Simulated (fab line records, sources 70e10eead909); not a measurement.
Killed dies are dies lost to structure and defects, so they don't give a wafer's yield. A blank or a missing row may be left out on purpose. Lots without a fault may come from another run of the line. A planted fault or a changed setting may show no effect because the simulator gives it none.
Chamber matching | flow nand_harc | NHARC_P_CONTACT_CMP_01 on cmp-03: 4 sister chambers
The step polishes SiO2, target thk 200 nm. 16 wafers are shown with their chamber, then 8 later ones without.

WAFERS WITH THEIR CHAMBER
wafer  | chamber | motor_current_A (A) | slurry_flow_ml_min | edge_zone_pressure_frac
L074.1 | 2       | 11.7                | 149.8              | 0.994
L074.2 | 0       | 13.4                | 150.3              | 0.999
L074.6 | 1       | 10.2                | 149.5              | 0.998
L085.3 | 1       | 10.0                | 149.5              | 0.998
L085.5 | 3       | 13.4                | 150.3              | 1.003
L085.6 | 0       | 13.7                | 150.2              | 1.005
L088.4 | 2       | 12.5                | 149.6              | 1.011
L088.5 | 2       | 12.5                | 150.0              | 1.004
L088.6 | 1       | 10.3                | 149.9              | 1.004
L087.1 | 2       | 11.9                | 149.5              | 0.990
L087.5 | 3       | 13.1                | 149.6              | 1.008
L087.6 | 0       | 13.8                | 149.7              | 1.002
L090.2 | 1       | 10.2                | 150.4              | 0.994
L090.3 | 3       | 13.5                | 150.2              | 0.989
L090.6 | 0       | 13.4                | 150.1              | 1.003
L091.2 | 2       | 12.2                | 149.8              | 0.993

SIGNATURES (means of the wafers above)
reading                 | chamber 0 | chamber 1 | chamber 2 | chamber 3 | scatter within a chamber
motor_current_A         | 13.575    | 10.175    | 12.160    | 13.333    | 0.254
slurry_flow_ml_min      | 150.075   | 149.825   | 149.740   | 150.033   | 0.315
edge_zone_pressure_frac | 1.00225   | 0.99850   | 0.99840   | 1.00000   | 0.00691
Rule: a wafer's distance from a chamber is the root of the sum, over the readings, of the square of ((its reading less the chamber's mean) divided by the reading's scatter). The wafer belongs to the nearest chamber; if the next one is less than 2 further off, it can't be placed. The scatter: the root of (the sum of the squares of (reading less its chamber's mean) over the shown wafers, divided by (wafers less chambers)).

WAFERS WITHOUT THEIR CHAMBER
wafer  | motor_current_A (A) | slurry_flow_ml_min | edge_zone_pressure_frac
L091.3 | 13.8                | 149.9              | 1.008
L091.6 | 13.0                | 149.6              | 1.002
L092.1 | 13.7                | 150.2              | 1.001
L092.5 | 12.6                | 150.7              | 0.999
L092.6 | 12.8                | 150.1              | 0.989
L094.1 | 10.0                | 150.7              | 0.999
L094.3 | 11.6                | 149.9              | 1.002
L094.6 | 12.1                | 150.1              | 1.004

WHICH CHAMBER EACH WENT THROUGH
wafer  | from the rows above          | in truth
L091.3 | can't be placed: 0 or 3      | 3
L091.6 | can't be placed: 3 or 0 or 2 | 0
L092.1 | can't be placed: 0 or 3      | 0
L092.5 | can't be placed: 2 or 3 or 0 | 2
L092.6 | can't be placed: 3 or 2 or 0 | 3
L094.1 | 1                            | 1
L094.3 | 2                            | 2
L094.6 | 2                            | 2
Placed correctly: 3 of 8. Can't be placed from these rows: 5 (the true chamber is among the candidates in 5). Placed wrongly: 0.
